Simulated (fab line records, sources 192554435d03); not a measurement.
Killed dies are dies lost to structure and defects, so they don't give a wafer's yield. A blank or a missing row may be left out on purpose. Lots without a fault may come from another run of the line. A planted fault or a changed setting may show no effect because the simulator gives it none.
Chamber matching | flow n5_finfet | N5_BEOL_M6_DESCUM_16 on rie_diel-04: 4 sister chambers
The step chemistry O2, time 7.9 s. 4 wafers are shown with their chamber, then 10 later ones without.

WAFERS WITH THEIR CHAMBER
wafer  | chamber | showerhead_plenum_p_Torr (Torr)
L086.4 | 3       | 2.12
L086.6 | 1       | 2.04
L087.2 | 0       | 2.06
L087.4 | 2       | 2.12

WAFERS WITHOUT THEIR CHAMBER
wafer  | showerhead_plenum_p_Torr (Torr)
L087.5 | 2.12
L088.2 | 2.12
L088.3 | 2.06
L088.5 | 2.06
L093.1 | 2.12
L093.3 | 2.04
L093.6 | 2.04
L096.4 | 2.11
L096.5 | 2.03
L096.6 | 2.11

WHICH CHAMBER EACH WENT THROUGH
wafer  | from the rows above     | in truth
L087.5 | can't be placed: 2 or 3 | 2
L088.2 | can't be placed: 2 or 3 | 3
L088.3 | 0                       | 0
L088.5 | 0                       | 0
L093.1 | can't be placed: 2 or 3 | 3
L093.3 | 1                       | 1
L093.6 | 1                       | 1
L096.4 | can't be placed: 2 or 3 | 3
L096.5 | 1                       | 1
L096.6 | can't be placed: 2 or 3 | 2
Placed correctly: 5 of 10. Can't be placed from these rows: 5 (the true chamber is among the candidates in 5). Placed wrongly: 0.
How it was worked out, from the rows above alone: a wafer's distance from a chamber is the root of the sum, over the readings, of the square of ((its reading less the chamber's mean) divided by the reading's scatter). The wafer belongs to the nearest chamber; if the next one is less than 2 further off, it can't be placed. A chamber's mean is the mean of its shown wafers. The scatter: with one shown wafer a chamber, the root of the mean of the squares of how far each hidden wafer lies from its nearest shown one.
